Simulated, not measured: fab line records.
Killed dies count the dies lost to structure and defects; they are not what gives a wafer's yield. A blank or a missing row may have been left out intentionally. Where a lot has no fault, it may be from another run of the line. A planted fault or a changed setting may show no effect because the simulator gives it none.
Split-lot experiment | flow n5-finfet | 7 lots, 39 wafers read, on a route of 1938 steps

== ON THE SPLIT ==
At N5_DUMMY_GATE_ALD_02 (deposits SiO2, target thk 2 nm, pulse time 1 s), the setting target-thk-a was moved away from the recipe's 20 angstrom on 12 of the 39 wafers read, by -40.0% to +33.9%. The other wafers ran this setting at the recipe's value.

The reading is taken at the split's own step.

== THE READING ==
SiO2_of_DUMMY_GATE_ALD_02.thk-nm (the simulator's own value, which no gauge read), in nm, at N5_DUMMY_GATE_ALD_02 (deposits SiO2, target thk 2 nm, pulse time 1 s). The file does not state a usual value for it.

wafer  | tool, chamber at the split | target-thk-a as run, angstrom | against the recipe | SiO2_of_DUMMY_GATE_ALD_02.thk-nm, nm | against lot-mates on the recipe
L077.1 | ald-sin-03, 1,0,3          | 20                            | recipe             | 2                                    | -
L077.2 | ald-sin-03, 1,0,3          | 20                            | recipe             | 2                                    | -
L077.3 | ald-sin-03, 1,0,3          | 20                            | recipe             | 2                                    | -
L077.4 | ald-sin-03, 2,1,0          | 13.46                         | -32.7%             | 1.4                                  | -0.6
L077.5 | ald-sin-03, 2,1,0          | 13.46                         | -32.7%             | 1.4                                  | -0.6
L077.6 | ald-sin-03, 2,1,0          | 13.46                         | -32.7%             | 1.4                                  | -0.6
L080.1 | ald-sin-02, 1,2,1          | 20                            | recipe             | 2                                    | -
L080.3 | ald-sin-02, 1,2,1          | 20                            | recipe             | 2                                    | -
L080.6 | ald-sin-02, 1,2,1          | 20                            | recipe             | 2                                    | -
L080.2 | ald-sin-02, 3,0,0          | 11.99                         | -40.0%             | 1.2                                  | -0.8
L080.4 | ald-sin-02, 3,0,0          | 11.99                         | -40.0%             | 1.2                                  | -0.8
L080.5 | ald-sin-02, 3,0,0          | 11.99                         | -40.0%             | 1.2                                  | -0.8
L082.1 | ald-sin-04, 2,0,1          | 13.64                         | -31.8%             | 1.4                                  | -0.6
L082.3 | ald-sin-04, 2,0,1          | 13.64                         | -31.8%             | 1.4                                  | -0.6
L082.6 | ald-sin-04, 2,0,1          | 13.64                         | -31.8%             | 1.4                                  | -0.6
L082.2 | ald-sin-04, 3,1,0          | 20                            | recipe             | 2                                    | -
L082.4 | ald-sin-04, 3,1,0          | 20                            | recipe             | 2                                    | -
L082.5 | ald-sin-04, 3,1,0          | 20                            | recipe             | 2                                    | -
L086.1 | ald-sin-02, 0,2,1,3,2,1    | 20                            | recipe             | 2                                    | -
L086.2 | ald-sin-02, 0,2,1,3,2,1    | 20                            | recipe             | 2                                    | -
L086.3 | ald-sin-02, 0,2,1,3,2,1    | 20                            | recipe             | 2                                    | -
L086.4 | ald-sin-02, 0,2,1,3,2,1    | 20                            | recipe             | 2                                    | -
L086.5 | ald-sin-02, 0,2,1,3,2,1    | 20                            | recipe             | 2                                    | -
L086.6 | ald-sin-02, 0,2,1,3,2,1    | 20                            | recipe             | 2                                    | -
L089.1 | ald-sin-03, 0,1,2          | 20                            | recipe             | 2                                    | -
L089.2 | ald-sin-03, 0,1,2          | 20                            | recipe             | 2                                    | -
L089.3 | ald-sin-03, 0,1,2          | 20                            | recipe             | 2                                    | -
L091.1 | ald-sin-02, 2,0,2          | 26.77                         | +33.9%             | 2.6                                  | +0.6
L091.3 | ald-sin-02, 2,0,2          | 26.77                         | +33.9%             | 2.6                                  | +0.6
L091.6 | ald-sin-02, 2,0,2          | 26.77                         | +33.9%             | 2.6                                  | +0.6
L091.2 | ald-sin-02, 3,0,3          | 20                            | recipe             | 2                                    | -
L091.4 | ald-sin-02, 3,0,3          | 20                            | recipe             | 2                                    | -
L091.5 | ald-sin-02, 3,0,3          | 20                            | recipe             | 2                                    | -
L096.1 | ald-sin-04, 3,0,2,1,2,3    | 20                            | recipe             | 2                                    | -
L096.2 | ald-sin-04, 3,0,2,1,2,3    | 20                            | recipe             | 2                                    | -
L096.3 | ald-sin-04, 3,0,2,1,2,3    | 20                            | recipe             | 2                                    | -
L096.4 | ald-sin-04, 3,0,2,1,2,3    | 20                            | recipe             | 2                                    | -
L096.5 | ald-sin-04, 3,0,2,1,2,3    | 20                            | recipe             | 2                                    | -
L096.6 | ald-sin-04, 3,0,2,1,2,3    | 20                            | recipe             | 2                                    | -
Where a row lists several chambers, the file gives one row for several wafers and doesn't say which wafer went through which chamber.

FIT RESULTS
A straight line over all 39 wafers: SiO2_of_DUMMY_GATE_ALD_02.thk-nm changes by +0.0188 nm for each +1% of target-thk-a; r = +1.00; the points scatter about the line by 0.017 nm.
The same after taking each lot's own level away (the mean of its wafers on the recipe; 39 wafers): +0.0188 nm for each +1%; r = +1.00; scatter 0.017 nm.
According to that fit, moving target-thk-a by its largest amount changes the reading by 0.75 nm.
The lots' own levels span 2.00 to 2.00 nm.
The two slopes are in agreement: the lot-to-lot level therefore moves the slope only a little.
Check: -0.752 nm against its lot-mates is what the line predicts for one of the wafers moved furthest among these (-40.0%) when that wafer is left out of the fit. It came out at -0.8 nm against them.

== OTHER SPLITS APPLIED TO THESE WAFERS ==
Note: prior to the reading, these wafers also went through further splits. Each is held against what the fit with the lots' levels taken away leaves over:
other split on the same wafers     | wafers away from the commonest value | r with SiO2_of_DUMMY_GATE_ALD_02.thk-nm (lot level and that fit taken away)
N5_FIN_SAQP_HM_DEP_72 target-thk-a | 15                                   | +0.11

== THE FILE'S OWN FIT ==
SiO2_of_DUMMY_GATE_ALD_02.thk-nm changes by +0.0188 nm for each +1% of target-thk-a, r = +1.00.
